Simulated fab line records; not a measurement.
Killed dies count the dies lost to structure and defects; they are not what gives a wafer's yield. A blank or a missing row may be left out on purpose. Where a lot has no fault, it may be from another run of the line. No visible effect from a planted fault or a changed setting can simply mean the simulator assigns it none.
Which tool is to blame? :: flow n5_finfet :: Sampling: 7 lots, 21 wafers, 5 of 1938 route steps

WHAT THE GAUGES READ, wafer by wafer
N5_SPACER0_INSPECT_04: inspects for defects (darkfield).
lot: L898
measured: day 3 02:30
on: defect_inspect-02
raw_defect_count: 230 143 167

lot: L906
measured: day 5 05:03
on: defect_inspect-01
raw_defect_count: 154 151 155

lot: L908
measured: day 5 16:08
on: defect_inspect-01
raw_defect_count: 161 179 118

lot: L911
measured: day 6 08:34
on: defect_inspect-01
raw_defect_count: 135 893 156

lot: L917
measured: day 7 20:52
on: defect_inspect-02
raw_defect_count: 166 135 109

lot: L920
measured: day 8 12:07
on: defect_inspect-02
raw_defect_count: 159 169 142

lot: L921
measured: day 8 23:41
on: defect_inspect-02
raw_defect_count: 210 186 174

WHICH TOOL RAN EACH LOT (tool, then ch and the chambers of the sampled wafers, then the start)
lot: L898
N5_DUMMY_GATE_ETCH_29: rie_diel-05 ch 0,2, day 3 00:48
N5_DUMMY_GATE_STRIP_41: rie_diel-05 ch 0,2,3, day 3 01:12
N5_DUMMY_GATE_ETCH_23: rie_si-05 ch 0,1,2, day 3 01:26
N5_SPACER0_ALD_00: ald_sin-03 ch 0,3, day 3 02:05

lot: L906
N5_DUMMY_GATE_ETCH_29: rie_diel-05 ch 0,1,3, day 5 02:14
N5_DUMMY_GATE_STRIP_41: rie_diel-05 ch 1,2,3, day 5 02:40
N5_DUMMY_GATE_ETCH_23: rie_si-05 ch 0,1,2, day 5 02:54
N5_SPACER0_ALD_00: ald_sin-01 ch 0,1,3, day 5 04:38

lot: L908
N5_DUMMY_GATE_ETCH_29: rie_diel-05 ch 0,2, day 5 14:04
N5_DUMMY_GATE_STRIP_41: rie_diel-04 ch 0,3, day 5 14:28
N5_DUMMY_GATE_ETCH_23: rie_si-04 ch 0,1,3, day 5 14:42
N5_SPACER0_ALD_00: ald_sin-01 ch 2,3, day 5 15:43

lot: L911
N5_DUMMY_GATE_ETCH_29: rie_diel-05 ch 1,2,3, day 6 06:21
N5_DUMMY_GATE_STRIP_41: rie_diel-02 ch 2,3, day 6 06:50
N5_DUMMY_GATE_ETCH_23: rie_si-04 ch 1,2, day 6 07:04
N5_SPACER0_ALD_00: ald_sin-01 ch 1,2,3, day 6 08:09

lot: L917
N5_DUMMY_GATE_ETCH_29: rie_diel-02 ch 0,2,3, day 7 17:53
N5_DUMMY_GATE_STRIP_41: rie_diel-02 ch 0,1,3, day 7 18:32
N5_DUMMY_GATE_ETCH_23: rie_si-04 ch 0,2,3, day 7 18:46
N5_SPACER0_ALD_00: ald_sin-02 ch 0,2,3, day 7 20:27

lot: L920
N5_DUMMY_GATE_ETCH_29: rie_diel-05 ch 0,1,2, day 8 10:17
N5_DUMMY_GATE_STRIP_41: rie_diel-05 ch 0,1,3, day 8 10:41
N5_DUMMY_GATE_ETCH_23: rie_si-02 ch 0,1,3, day 8 10:55
N5_SPACER0_ALD_00: ald_sin-02 ch 1,2,3, day 8 11:43

lot: L921
N5_DUMMY_GATE_ETCH_29: rie_diel-04 ch 0,1,2, day 8 19:58
N5_DUMMY_GATE_STRIP_41: rie_diel-02 ch 0,2,3, day 8 20:23
N5_DUMMY_GATE_ETCH_23: rie_si-02 ch 0,1,2, day 8 20:37
N5_SPACER0_ALD_00: ald_sin-02 ch 1,3, day 8 23:16
- N5_DUMMY_GATE_ETCH_29: etches underlayer in N2/H2, target depth 13 nm.
- N5_DUMMY_GATE_STRIP_41: strips in O2.
- N5_DUMMY_GATE_ETCH_23: etches poly-Si in HBr/Cl2/O2, target depth 41 nm, time 22.3 s.
- N5_SPACER0_ALD_00: deposits SiOCN, target thk 3.5 nm, pulse time 3 s, purge time 2 s.

THE ANSWER, worked out from the rows above alone
Rule: the usual values come from the lots themselves. Put in order of their means at a reading, lots are off if they are a third of the lots or fewer, leave a main group of 4 or more, and stand apart from it by a gap of 3 or more times the standard deviation of the main group's means; of several such gaps the widest counts. Not used: any main group whose means are identical at the precision the tables above print for the reading. Also off: a lot with no number at a reading for which 4 or more lots have one. Any other lot the step has rows for is counted as sound.
Off at N5_SPACER0_INSPECT_04 (raw_defect_count): L911. The main group has a mean of 162 with a standard deviation of 18.
If a tool, at a process step before that reading, ran all the lots that are off and no sound lot after the first of them, it fits. Those tools and the gauges at N5_SPACER0_INSPECT_04 are tried in the same way. 2 tools fit, ald_sin-01 at N5_SPACER0_ALD_00 and defect_inspect-01 at N5_SPACER0_INSPECT_04, so this cannot tell which one it is.

WHAT THE SIMULATOR PUT IN
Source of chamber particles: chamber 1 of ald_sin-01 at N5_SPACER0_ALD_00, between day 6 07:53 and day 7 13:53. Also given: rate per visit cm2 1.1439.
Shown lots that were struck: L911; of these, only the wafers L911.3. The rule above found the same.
